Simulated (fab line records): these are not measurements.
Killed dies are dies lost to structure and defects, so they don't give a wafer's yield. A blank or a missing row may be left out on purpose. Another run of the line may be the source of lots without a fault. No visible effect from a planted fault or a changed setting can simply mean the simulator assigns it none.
fab line records || flow n5_finfet
record: {"lots": 5, "wafers": 15, "last_day": 15}
route steps=1938 shown BEOL_M11@1587 BEOL_M12@1602 PASSIVATION@1936
lots with no fault: from the same line, run without faults
start_h: hours from the record's opening day to when the first of the lot's shown wafers began || wait_h: hours since the lot's step before || " same as the row above || L1.1+2: several wafers, shown together as one row || - value missing, or start not given || * or withheld: withheld || < > ~ a bound
route shown NAME@n: a module of which the file shows steps, and the number in the route of the first || usual: mean/standard deviation taken from wafers without a fault || same: alike in all rows || chamber/n: place in a boat || sites: each site's reading || _std_site: the standard deviation of these || _edge_site: outer sites' mean less inner sites' || radius_mm: for every site, how far away it sits from the centre of the wafer || mask NAME#n: copy n || behind: the tool/chamber that last shaped the wafer || hold: the reason the lot was held/the length of the hold in hours/how it ended || device: which transistor (n, p or np) failed to switch || end of line: at the end of the route, the tests of the same wafers || where a step has no rows: the recipe by itself || killed: not the wafer's yield, but the dies lost to structure and defects at the first sort || map: a wafer's dies, x killed, . not, _ none there
set.NAME: setting as actually run; set.NAME@STEP: the setting as run at that earlier step || model.NAME: the simulator's own value behind a step, which no gauge read
lots at selected steps of the route; one table per step, one row per wafer
services: the hour from which a tool's chamber was out of use, counted from the record's first day as start_h (under 0 if before that day), plus the number of hours and why
== steps ==
step: N5_BEOL_M11_CURE_72
recipe: {"temp_c": 370, "time_s": 120, "ambient": "DMADMS/He", "material": "SiCOH_lowk"}
step: N5_BEOL_M11_DEGAS_44
recipe: {"ambient": "vacuum", "temp_c": 250, "time_s": 60}
step: N5_BEOL_M11_PRE_CLEAN_45
recipe: {"gas": "H2/He", "time_s": 30, "temp_c": 250}
step: N5_BEOL_M11_ALD_74
recipe: {"material": "TaN", "target_thk_a": 20, "temp_c": 275, "ald_precursor_family": "PDMAT", "ald_co_reactant": "NH3", "pressure_torr": 3, "carrier_flow_sccm": 1500, "pulse_time_s": 2, "purge_time_s": 3, "co_reactant_purge_time_s": 2, "co_reactant_pulse_time_s": 3, "ald_cycles": 40, "precursor_vessel_temp_c": 75, "precursor_vessel_pressure_torr": 26.25, "precursor_vessel_carrier_sccm": 1000}
step: N5_BEOL_M11_SURFACE_TREAT_76
recipe: {"gas": "Ar", "time_s": "*", "ion_energy_ev": "*", "ion_current_ma_cm2": 0.5, "pressure_mtorr": "*", "ar_flow_sccm": 30}
step: N5_BEOL_M11_CVD_75
recipe: {"material": "Co", "target_thk_a": 20, "temp_c": "withheld", "precursor": "CCTBA/H2", "pressure_torr": 30, "time_s": 138.9}
step: N5_BEOL_M11_SPUTTER_48
recipe: {"material": "Cu", "target_thk_a": 120, "temp_c": -20, "bias_v": 60, "power_w": 26000, "chamber_pressure_pa": 0.13, "time_s": 2}
step: N5_BEOL_M11_ECD_50
recipe: {"material": "Cu", "target_thk_a": 3180}
step: N5_BEOL_M11_ANNEAL_51
recipe: {"temp_c": 225, "time_s": 90, "ambient": "N2"}
step: N5_BEOL_M11_CMP_52
recipe: {"stop_on": "SiCOH_lowk", "t_overpolish_s": 7, "down_force_psi": 1, "platen_rpm": 50, "clearing_platen_down_force_psi": 1.5, "clearing_platen_rpm": 50, "post_cmp_clean": "cu_alkaline", "target_thk_nm": 140, "clearing_platen_pad_velocity_m_s": 0.99484, "pad_velocity_m_s": 0.99484}
step: N5_BEOL_M11_PRE_CLEAN_55
recipe: {"gas": "NH3", "time_s": 15, "temp_c": "withheld", "rf_power_w": 300}
step: N5_BEOL_M11_DEP_56
recipe: {"material": "SiCN", "target_thk_a": 300, "temp_c": "withheld", "precursor": "3MS/NH3", "pressure_torr": 3, "rf_w": 675, "time_s": 10.5}
usual: {"showerhead_plenum_p_Torr": "4.154/0.018", "showerhead_vpp_V": "1579/72", "throttle_valve_pct": "18.0/0.97"}
{"lot.wafer": "L527.1", "tool": "pecvd-04", "chamber": 1, "start_h": 269.41, "wait_h": 0.0, "showerhead_plenum_p_Torr": 4.132, "showerhead_vpp_V": 1668, "throttle_valve_pct": 19.2}
{"lot.wafer": "L527.3", "tool": "pecvd-04", "chamber": 2, "start_h": 269.41, "wait_h": 0.0, "showerhead_plenum_p_Torr": 4.165, "showerhead_vpp_V": 1538, "throttle_valve_pct": 17.1}
{"lot.wafer": "L527.5", "tool": "pecvd-04", "chamber": 0, "start_h": 269.41, "wait_h": 0.0, "showerhead_plenum_p_Torr": 4.122, "showerhead_vpp_V": 1461, "throttle_valve_pct": 17.0}
{"lot.wafer": "L531.2", "tool": "pecvd-04", "chamber": 1, "start_h": 295.39, "wait_h": 0.0, "showerhead_plenum_p_Torr": 4.144, "showerhead_vpp_V": 1651, "throttle_valve_pct": 19.1}
{"lot.wafer": "L531.3", "tool": "pecvd-04", "chamber": 0, "start_h": 295.39, "wait_h": 0.0, "showerhead_plenum_p_Torr": 4.127, "showerhead_vpp_V": 1468, "throttle_valve_pct": 16.9}
{"lot.wafer": "L531.6", "tool": "pecvd-04", "chamber": 1, "start_h": 295.39, "wait_h": 0.0, "showerhead_plenum_p_Torr": 4.153, "showerhead_vpp_V": 1659, "throttle_valve_pct": 19.2}
{"lot.wafer": "L528.1", "tool": "pecvd-04", "chamber": 1, "start_h": 296.63, "wait_h": 0.0, "showerhead_plenum_p_Torr": 4.141, "showerhead_vpp_V": 1625, "throttle_valve_pct": 18.9}
{"lot.wafer": "L528.4", "tool": "pecvd-04", "chamber": 2, "start_h": 296.63, "wait_h": 0.0, "showerhead_plenum_p_Torr": 4.175, "showerhead_vpp_V": 1534, "throttle_valve_pct": 17.0}
{"lot.wafer": "L528.6", "tool": "pecvd-04", "chamber": 1, "start_h": 296.63, "wait_h": 0.0, "showerhead_plenum_p_Torr": 4.146, "showerhead_vpp_V": 1646, "throttle_valve_pct": 19.3}
{"lot.wafer": "L530.3", "tool": "pecvd-01", "chamber": 1, "start_h": 297.92, "wait_h": 0.0, "showerhead_plenum_p_Torr": 4.154, "showerhead_vpp_V": 1708, "throttle_valve_pct": 19.8}
{"lot.wafer": "L530.4", "tool": "pecvd-01", "chamber": 2, "start_h": 297.92, "wait_h": 0.0, "showerhead_plenum_p_Torr": 4.158, "showerhead_vpp_V": 1541, "throttle_valve_pct": 17.3}
{"lot.wafer": "L530.5", "tool": "pecvd-01", "chamber": 1, "start_h": 297.92, "wait_h": 0.0, "showerhead_plenum_p_Torr": 4.153, "showerhead_vpp_V": 1697, "throttle_valve_pct": 19.9}
{"lot.wafer": "L534.1", "tool": "pecvd-04", "chamber": 0, "start_h": 319.95, "wait_h": 0.0, "showerhead_plenum_p_Torr": 4.131, "showerhead_vpp_V": 1450, "throttle_valve_pct": 17.2}
{"lot.wafer": "L534.3", "tool": "pecvd-04", "chamber": 1, "start_h": 319.95, "wait_h": 0.0, "showerhead_plenum_p_Torr": 4.143, "showerhead_vpp_V": 1657, "throttle_valve_pct": 19.1}
{"lot.wafer": "L534.4", "tool": "pecvd-04", "chamber": 1, "start_h": 319.95, "wait_h": 0.0, "showerhead_plenum_p_Torr": 4.142, "showerhead_vpp_V": 1644, "throttle_valve_pct": 19.0}
step: N5_BEOL_M11_INSPECT_58
recipe: {"inspect_instrument": "darkfield", "mode": "post_dep"}
usual: {"raw_defect_count": "76/29"}
{"lot.wafer": "L527.1", "tool": "defect_inspect-01", "chamber": "-", "start_h": 269.50, "wait_h": 0.0, "raw_defect_count": 63}
{"lot.wafer": "L527.3", "tool": "defect_inspect-01", "chamber": "-", "start_h": 269.50, "wait_h": 0.0, "raw_defect_count": 83}
{"lot.wafer": "L527.5", "tool": "defect_inspect-01", "chamber": "-", "start_h": 269.50, "wait_h": 0.0, "raw_defect_count": 82}
{"lot.wafer": "L531.2", "tool": "defect_inspect-01", "chamber": "-", "start_h": 295.48, "wait_h": 0.0, "raw_defect_count": 663}
{"lot.wafer": "L531.3", "tool": "defect_inspect-01", "chamber": "-", "start_h": 295.48, "wait_h": 0.0, "raw_defect_count": 692}
{"lot.wafer": "L531.6", "tool": "defect_inspect-01", "chamber": "-", "start_h": 295.48, "wait_h": 0.0, "raw_defect_count": 671}
{"lot.wafer": "L528.1", "tool": "defect_inspect-01", "chamber": "-", "start_h": 296.72, "wait_h": 0.0, "raw_defect_count": 640}
{"lot.wafer": "L528.4", "tool": "defect_inspect-01", "chamber": "-", "start_h": 296.72, "wait_h": 0.0, "raw_defect_count": 647}
{"lot.wafer": "L528.6", "tool": "defect_inspect-01", "chamber": "-", "start_h": 296.72, "wait_h": 0.0, "raw_defect_count": 646}
{"lot.wafer": "L530.3", "tool": "defect_inspect-02", "chamber": "-", "start_h": 298.01, "wait_h": 0.0, "raw_defect_count": 75}
{"lot.wafer": "L530.4", "tool": "defect_inspect-02", "chamber": "-", "start_h": 298.01, "wait_h": 0.0, "raw_defect_count": 60}
{"lot.wafer": "L530.5", "tool": "defect_inspect-02", "chamber": "-", "start_h": 298.01, "wait_h": 0.0, "raw_defect_count": 41}
{"lot.wafer": "L534.1", "tool": "defect_inspect-01", "chamber": "-", "start_h": 320.03, "wait_h": 0.0, "raw_defect_count": 642}
{"lot.wafer": "L534.3", "tool": "defect_inspect-01", "chamber": "-", "start_h": 320.03, "wait_h": 0.0, "raw_defect_count": 640}
{"lot.wafer": "L534.4", "tool": "defect_inspect-01", "chamber": "-", "start_h": 320.03, "wait_h": 0.0, "raw_defect_count": 625}
step: N5_BEOL_M12_ILD_DEP_00
recipe: {"material": "SiOC", "target_thk_a": 6589.2, "temp_c": 350, "precursor": "DEMS/O2", "pressure_torr": 5, "rf_w": 500, "time_s": 130.7}
step: N5_BEOL_M12_COAT_58
recipe: {"resist": "BARC", "temp_c": 205, "time_s": 60, "spin_rpm": 1500, "resist_thk_nm": 89}
step: N5_BEOL_M12_COAT_04
recipe: {"spin_rpm": 1625, "resist_thk_nm": 400}
step: N5_BEOL_M12_EBR_06
recipe: {"solvent": "PGMEA", "ebr_width_mm": 1.5}
step: N5_BEOL_M12_SOFTBAKE_05
recipe: {"temp_c": 130, "time_s": 60}
step: N5_BEOL_M12_EXPOSE_07
recipe: {"mask_id": "V11", "na": 0.93, "source_shape": "conventional", "sigma_outer": 0.6, "polarization": "unpolarized", "attpsm_phase_deg": 180, "dose_mj": 32.5}
step: N5_BEOL_M12_PEB_08
recipe: {"peb_temp_c": 130, "peb_time_s": 90}
step: N5_BEOL_M12_DEVELOP_09
recipe: {"develop_time_s": 45, "rinse_liquid": "diw", "dry": "air_spin", "dev_temp_c": 21}
step: N5_BEOL_M12_HARDBAKE_14
recipe: {"temp_c": 130, "time_s": 120}
step: N5_BEOL_M12_INSPECT_12
recipe: {"mode": "adi", "inspect_instrument": "macro"}
usual: {"raw_defect_count": "2.3/1.4"}
{"lot.wafer": "L527.1", "tool": "defect_inspect-02", "chamber": "-", "start_h": 270.15, "wait_h": 0.0, "raw_defect_count": 2}
{"lot.wafer": "L527.3", "tool": "defect_inspect-02", "chamber": "-", "start_h": 270.15, "wait_h": 0.0, "raw_defect_count": 1}
{"lot.wafer": "L527.5", "tool": "defect_inspect-02", "chamber": "-", "start_h": 270.15, "wait_h": 0.0, "raw_defect_count": 1}
{"lot.wafer": "L531.2", "tool": "defect_inspect-02", "chamber": "-", "start_h": 296.00, "wait_h": 0.0, "raw_defect_count": ">300"}
{"lot.wafer": "L531.3", "tool": "defect_inspect-02", "chamber": "-", "start_h": 296.00, "wait_h": 0.0, "raw_defect_count": ">300"}
{"lot.wafer": "L531.6", "tool": "defect_inspect-02", "chamber": "-", "start_h": 296.00, "wait_h": 0.0, "raw_defect_count": ">300"}
{"lot.wafer": "L528.1", "tool": "defect_inspect-01", "chamber": "-", "start_h": 297.30, "wait_h": 0.0, "raw_defect_count": ">300"}
{"lot.wafer": "L528.4", "tool": "defect_inspect-01", "chamber": "-", "start_h": 297.30, "wait_h": 0.0, "raw_defect_count": ">300"}
{"lot.wafer": "L528.6", "tool": "defect_inspect-01", "chamber": "-", "start_h": 297.30, "wait_h": 0.0, "raw_defect_count": ">300"}
{"lot.wafer": "L530.3", "tool": "defect_inspect-02", "chamber": "-", "start_h": 298.72, "wait_h": 0.0, "raw_defect_count": 1}
{"lot.wafer": "L530.4", "tool": "defect_inspect-02", "chamber": "-", "start_h": 298.72, "wait_h": 0.0, "raw_defect_count": 1}
{"lot.wafer": "L530.5", "tool": "defect_inspect-02", "chamber": "-", "start_h": 298.72, "wait_h": 0.0, "raw_defect_count": 2}
{"lot.wafer": "L534.1", "tool": "defect_inspect-02", "chamber": "-", "start_h": 320.56, "wait_h": 0.0, "raw_defect_count": ">300"}
{"lot.wafer": "L534.3", "tool": "defect_inspect-02", "chamber": "-", "start_h": 320.56, "wait_h": 0.0, "raw_defect_count": ">300"}
{"lot.wafer": "L534.4", "tool": "defect_inspect-02", "chamber": "-", "start_h": 320.56, "wait_h": 0.0, "raw_defect_count": ">300"}
step: N5_BEOL_M12_DESCUM_15
recipe: {"chemistry": "O2", "time_s": 7.9, "source_power_w": 50, "bias_power_w": 20, "pressure_mtorr": 20, "rf_frequency_hz": 2.712e+07, "temp_c": 40, "o2_flow_sccm": 225}
step: N5_PASSIVATION_PROBE_49
usual: {"defect_limited_yield": "91.4/1.5", "killed_at_M0_to_M3": "35/12", "killed_at_M4_up": "13/5.8", "killed_at_contacts": "12/5.5", "killed_at_front_end": "36/9.9", "killed_at_other": "4/3.7", "killed_dies": "101/18", "killed_on_rim": "13/4.1", "killed_open": "66/13", "killed_short": "33/8", "sort_bin_5_function": "5.0/1", "sort_bin_6_memory": "3.2/0.67", "sort_n_pass": "1079/18", "sort_yield_pct": "91.4/1.5"}
same: {"gross_dies": 1180, "killed_at_back_side": 0, "sort_bin_4_leakage[%]": 0, "sort_bin_8_speed[%]": 0}
{"lot.wafer": "L527.1", "tool": "prober-02", "chamber": "-", "start_h": 308.10, "wait_h": 0.0, "defect_limited_yield[%]": 89.7, "killed_at_M0_to_M3": 51, "killed_at_M4_up": 13, "killed_at_contacts": 11, "killed_at_front_end": 46, "killed_at_other": 1, "killed_dies": 122, "killed_on_rim": 5, "killed_open": 77, "killed_short": 40, "sort_bin_5_function[%]": 5.3, "sort_bin_6_memory[%]": 4.2, "sort_n_pass": 1058, "sort_yield_pct[%]": 89.7}
{"lot.wafer": "L527.3", "tool": "prober-02", "chamber": "-", "start_h": 308.20, "wait_h": 0.1, "defect_limited_yield[%]": 91.3, "killed_at_M0_to_M3": 39, "killed_at_M4_up": 9, "killed_at_contacts": 6, "killed_at_front_end": 44, "killed_at_other": 5, "killed_dies": 103, "killed_on_rim": 11, "killed_open": 63, "killed_short": 38, "sort_bin_5_function[%]": 5.0, "sort_bin_6_memory[%]": 3.4, "sort_n_pass": 1077, "sort_yield_pct[%]": 91.3}
{"lot.wafer": "L527.5", "tool": "prober-02", "chamber": "-", "start_h": 308.30, "wait_h": 0.2, "defect_limited_yield[%]": 91.6, "killed_at_M0_to_M3": 36, "killed_at_M4_up": 14, "killed_at_contacts": 7, "killed_at_front_end": 35, "killed_at_other": 7, "killed_dies": 99, "killed_on_rim": 16, "killed_open": 63, "killed_short": 34, "sort_bin_5_function[%]": 4.5, "sort_bin_6_memory[%]": 3.6, "sort_n_pass": 1081, "sort_yield_pct[%]": 91.6}
{"lot.wafer": "L531.2", "tool": "prober-02", "chamber": "-", "start_h": 330.43, "wait_h": 0.1, "defect_limited_yield[%]": 85.1, "killed_at_M0_to_M3": 35, "killed_at_M4_up": 75, "killed_at_contacts": 6, "killed_at_front_end": 55, "killed_at_other": 5, "killed_dies": 176, "killed_on_rim": 33, "killed_open": 74, "killed_short": 40, "sort_bin_5_function[%]": 8.5, "sort_bin_6_memory[%]": 4.4, "sort_n_pass": 1004, "sort_yield_pct[%]": 85.1}
{"lot.wafer": "L531.3", "tool": "prober-02", "chamber": "-", "start_h": 330.48, "wait_h": 0.1, "defect_limited_yield[%]": 82.5, "killed_at_M0_to_M3": 21, "killed_at_M4_up": 139, "killed_at_contacts": 9, "killed_at_front_end": 34, "killed_at_other": 4, "killed_dies": 207, "killed_on_rim": 25, "killed_open": 51, "killed_short": 32, "sort_bin_5_function[%]": 11.5, "sort_bin_6_memory[%]": 3.1, "sort_n_pass": 973, "sort_yield_pct[%]": 82.5}
{"lot.wafer": "L531.6", "tool": "prober-02", "chamber": "-", "start_h": 330.63, "wait_h": 0.3, "defect_limited_yield[%]": 83.3, "killed_at_M0_to_M3": 35, "killed_at_M4_up": 86, "killed_at_contacts": 18, "killed_at_front_end": 56, "killed_at_other": 2, "killed_dies": 197, "killed_on_rim": 32, "killed_open": 89, "killed_short": 36, "sort_bin_5_function[%]": 10.0, "sort_bin_6_memory[%]": 4.7, "sort_n_pass": 983, "sort_yield_pct[%]": 83.3}
{"lot.wafer": "L528.1", "tool": "prober-01", "chamber": "-", "start_h": 330.90, "wait_h": 0.0, "defect_limited_yield[%]": 84.9, "killed_at_M0_to_M3": 38, "killed_at_M4_up": 80, "killed_at_contacts": 19, "killed_at_front_end": 39, "killed_at_other": 2, "killed_dies": 178, "killed_on_rim": 26, "killed_open": 76, "killed_short": 36, "sort_bin_5_function[%]": 9.2, "sort_bin_6_memory[%]": 3.7, "sort_n_pass": 1002, "sort_yield_pct[%]": 84.9}
{"lot.wafer": "L528.4", "tool": "prober-01", "chamber": "-", "start_h": 331.05, "wait_h": 0.2, "defect_limited_yield[%]": 81.8, "killed_at_M0_to_M3": 30, "killed_at_M4_up": 133, "killed_at_contacts": 21, "killed_at_front_end": 28, "killed_at_other": 3, "killed_dies": 215, "killed_on_rim": 11, "killed_open": 70, "killed_short": 18, "sort_bin_5_function[%]": 12.9, "sort_bin_6_memory[%]": 3.6, "sort_n_pass": 965, "sort_yield_pct[%]": 81.8}
{"lot.wafer": "L528.6", "tool": "prober-01", "chamber": "-", "start_h": 331.15, "wait_h": 0.3, "defect_limited_yield[%]": 84.9, "killed_at_M0_to_M3": 37, "killed_at_M4_up": 81, "killed_at_contacts": 20, "killed_at_front_end": 40, "killed_at_other": 0, "killed_dies": 178, "killed_on_rim": 35, "killed_open": 79, "killed_short": 30, "sort_bin_5_function[%]": 8.9, "sort_bin_6_memory[%]": 4.2, "sort_n_pass": 1002, "sort_yield_pct[%]": 84.9}
{"lot.wafer": "L534.1", "tool": "prober-02", "chamber": "-", "start_h": 365.02, "wait_h": 0.0, "defect_limited_yield[%]": 83.7, "killed_at_M0_to_M3": 17, "killed_at_M4_up": 122, "killed_at_contacts": 12, "killed_at_front_end": 37, "killed_at_other": 4, "killed_dies": 192, "killed_on_rim": 23, "killed_open": 48, "killed_short": 30, "sort_bin_5_function[%]": 10.4, "sort_bin_6_memory[%]": 3.5, "sort_n_pass": 988, "sort_yield_pct[%]": 83.7}
{"lot.wafer": "L534.3", "tool": "prober-02", "chamber": "-", "start_h": 365.12, "wait_h": 0.1, "defect_limited_yield[%]": 86.4, "killed_at_M0_to_M3": 29, "killed_at_M4_up": 74, "killed_at_contacts": 14, "killed_at_front_end": 34, "killed_at_other": 10, "killed_dies": 161, "killed_on_rim": 35, "killed_open": 63, "killed_short": 29, "sort_bin_5_function[%]": 8.6, "sort_bin_6_memory[%]": 3.0, "sort_n_pass": 1019, "sort_yield_pct[%]": 86.4}
{"lot.wafer": "L534.4", "tool": "prober-02", "chamber": "-", "start_h": 365.17, "wait_h": 0.2, "defect_limited_yield[%]": 86.4, "killed_at_M0_to_M3": 26, "killed_at_M4_up": 75, "killed_at_contacts": 10, "killed_at_front_end": 38, "killed_at_other": 11, "killed_dies": 160, "killed_on_rim": 25, "killed_open": 59, "killed_short": 36, "sort_bin_5_function[%]": 7.6, "sort_bin_6_memory[%]": 4.1, "sort_n_pass": 1020, "sort_yield_pct[%]": 86.4}
killed by level:class
L527.1 BEOL_M0_SAQP:geometric_particle:short=19 BEOL_M0_SAQP:geometric_particle:open=18 FIN_SAQP:geometric_particle:open=12 STI_FIN_REVEAL:geometric_particle:open=9 MOL_CONTACT_COAG:geometric_particle:open=7 FIN_SAQP:geometric_particle:short=5 BEOL_M4:geometric_particle:open=5 MOL_CONTACT_COAG:geometric_particle:short=4
L527.3 BEOL_M0_SAQP:geometric_particle:short=14 STI_FIN_REVEAL:geometric_particle:open=13 FIN_SAQP:geometric_particle:short=9 BEOL_M3:geometric_particle:open=9 FIN_SAQP:geometric_particle:open=8 BEOL_M0_SAQP:geometric_particle:open=7 BEOL_M1:geometric_particle:open=7 MOL_CONTACT_COAG:geometric_particle:open=5
L527.5 BEOL_M0_SAQP:geometric_particle:open=12 BEOL_M0_SAQP:geometric_particle:short=11 FIN_SAQP:geometric_particle:open=9 FIN_SAQP:geometric_particle:short=6 DUMMY_GATE:geometric_particle:open=6 MOL_CONTACT_COAG:geometric_particle:open=6 BEOL_M5:geometric_particle:open=4 MIM_BOT:geometric_particle:short=4
L531.2 BEOL_M11:unspecified=59 STI_FIN_REVEAL:geometric_particle:open=26 BEOL_M0_SAQP:geometric_particle:open=11 BEOL_M0_SAQP:geometric_particle:short=10 STI_FIN_REVEAL:geometric_particle:short=8 DUMMY_GATE:geometric_particle:open=5 MOL_CONTACT_COAG:geometric_particle:open=4 BEOL_M2:geometric_particle:open=4
L531.3 BEOL_M11:unspecified=122 FIN_SAQP:geometric_particle:short=7 MOL_CONTACT_COAG:geometric_particle:open=7 DUMMY_GATE:geometric_particle:open=6 BEOL_M4:geometric_particle:open=6 BEOL_M0_SAQP:geometric_particle:open=5 BEOL_M0_SAQP:geometric_particle:short=5 FIN_SAQP:geometric_particle:open=4
L531.6 BEOL_M11:unspecified=67 STI_FIN_REVEAL:geometric_particle:open=17 MOL_CONTACT_COAG:geometric_particle:open=14 FIN_SAQP:geometric_particle:short=13 BEOL_M2:geometric_particle:open=12 BEOL_M4:geometric_particle:open=12 FIN_SAQP:geometric_particle:open=10 BEOL_M0_SAQP:geometric_particle:short=8
L528.1 BEOL_M11:unspecified=57 MOL_CONTACT_COAG:geometric_particle:open=16 BEOL_M0_SAQP:geometric_particle:short=13 FIN_SAQP:geometric_particle:open=11 BEOL_M0_SAQP:geometric_particle:open=10 BEOL_M4:geometric_particle:open=9 HKMG_FIN:area_etch=9 FIN_SAQP:geometric_particle:short=6
L528.4 BEOL_M11:unspecified=126 MOL_CONTACT_COAG:geometric_particle:open=21 BEOL_M0_SAQP:geometric_particle:open=9 STI_FIN_REVEAL:geometric_particle:open=8 BEOL_M0_SAQP:geometric_particle:short=6 DUMMY_GATE:geometric_particle:open=4 BEOL_M2:geometric_particle:open=4 STARTING-WAFER:geometric_particle:open=4
L528.6 BEOL_M11:unspecified=68 MOL_CONTACT_COAG:geometric_particle:open=16 BEOL_M0_SAQP:geometric_particle:open=13 BEOL_M0_SAQP:geometric_particle:short=10 STI_FIN_REVEAL:geometric_particle:open=8 DUMMY_GATE:geometric_particle:open=7 BEOL_M2:geometric_particle:open=7 BEOL_M4:geometric_particle:open=6
L534.1 BEOL_M11:unspecified=112 MOL_CONTACT_COAG:geometric_particle:open=9 BEOL_M0_SAQP:geometric_particle:short=8 BEOL_M0_SAQP:geometric_particle:open=7 FIN_SAQP:geometric_particle:open=6 FIN_SAQP:geometric_particle:short=5 GATE_CUT:geometric_particle:open=5 GATE_CUT:geometric_particle:short=4
L534.3 BEOL_M11:unspecified=67 MOL_CONTACT_COAG:geometric_particle:open=13 BEOL_M0_SAQP:geometric_particle:short=11 FIN_SAQP:geometric_particle:open=8 BEOL_M1:geometric_particle:open=7 BEOL_M0:geometric_particle:open=5 STI_FIN_REVEAL:geometric_particle:open=4 STARTING-WAFER:geometric_particle:open=4
L534.4 BEOL_M11:unspecified=63 BEOL_M0_SAQP:geometric_particle:short=10 STI_FIN_REVEAL:geometric_particle:open=8 MOL_CONTACT_COAG:geometric_particle:open=8 BEOL_M4:geometric_particle:open=7 BEOL_M0:geometric_particle:open=5 STI_FIN_REVEAL:geometric_particle:short=4 BEOL_M0_SAQP:geometric_particle:open=4
map L528.4 (x killed, . not)
_________________.....x....xx________________
______________........x...x....._____________
___________....................x...__________
__________...x..x.....x............._________
________.....x........................_______
_______.........x.......x.....x........______
______......x.x.......x................._____
_____...............x...x....x...........____
____.......x...x..........x.....x.........___
___.......x.................x..............__
___........................................__
__x............x.....x..x...x..............._
__...............xx.x.xxx.x..x..x..........._
_.x..x..........x..xx.xxxx.x...x.............
_....x....x...xx..xxxxxxxxxxx...........x....
_.............x..xxxxxxxxxxxxxx..x...........
_...........x..xxxxxxxxxxxxxxxxx..x..........
_..x..............xxxxxxxxxxxxx...........x..
_x...x.........x.xxxxxxxxxxxxx.x.............
_............x...xxxxxxxxxxxxx..x.x......x...
_................xxxxxxxxxxxxx..x...x........
__....x.....x....x.x.xxxxxx..........x......_
__.......x..........xxx.x..x................_
___........................x.......x.......__
___....x.................x.xx....x.........__
____.x.....x..............x...x...........___
_____....x.....xx.....x..x.x..x.x........____
______......x................x.........._____
_______...........x..................x.______
________...............x.x............_______
__________................xx.x......_________
___________...x.x.x....x...........__________
______________.................._____________
_________________....x.......________________
map L531.3 (x killed, . not)
_________________............________________
______________............x..x.._____________
___________.x......................__________
__________....x....................._________
________..........x.............x....._______
_______.................x.....x.....x..______
______.............xx...............x..._____
_____......x.x.........x..............x..____
____......x.............................x.___
___....x..................x..........xx....__
___..........x.....................x.x.xxxx__
__............x..................x.xxxxx.xxx_
__..........x........xxx.........xxxxxxxxxx._
_..x..............x............x..xxxxxxxxxxx
_....x.....................x.x.xx.xxxxxxxxxxx
_x......x..x..................x.x.xxxxxxxxxxx
_x..............................xxxxxxxxxxxxx
_.................x...xx..........xxxxxxxxxxx
_..............................x.x.xxxxxxxxxx
_...................x.....x.x.x.xxxxx.xxxxxx.
_..x...x.......x...........x.......xx.xx..xx.
__x...........................x...xxx.xxx..._
__....................x..........xx......x.._
___x...x..............x..........xx........__
___...............x.......x...x.........xx.__
____..x.........................x.........___
_____x..................x................____
______...................x...x......x..._____
_______.x...x..xx..xx..x............x..______
________...x.........................._______
__________......x..................._________
___________........................__________
______________...............x.._____________
_________________..x..x...x..________________
== services ==
{"tool": "pecvd-04", "chamber": 1, "start_h": 255.55, "hours": 2.1, "kind": "scheduled_down"}
== key ==
first_sign: {"step": "N5_BEOL_M11_INSPECT_58", "reading": "raw_defect_count", "direction": "up", "sigmas": 20, "usual": 76, "struck": 652}
effect: {"step": "N5_BEOL_M12_INSPECT_12", "reading": "raw_defect_count", "direction": "up", "sigmas": "99+", "usual": 2.3, "struck": ">300"}
effect: {"step": "N5_PASSIVATION_PROBE_49", "reading": "killed_at_M4_up", "direction": "up", "sigmas": 14, "usual": 13, "struck": 96}
more_kills_born_at: {"N5_BEOL_M11_DEP_56@pecvd-04": 741}
met_at N5_BEOL_M11_DEP_56
struck_wafers L528.1,L528.4,L528.6,L531.2,L531.3,L531.6,L534.1,L534.3,L534.4
onset_between 269.41 295.39
fault: {"kind": "chamber_particle_source", "tool": "pecvd-04", "chamber": "-", "onset_h": 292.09, "steps": "N5_BEOL_M11_DEP_56", "rate_per_visit_cm2": 0.90477, "end_h": 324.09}
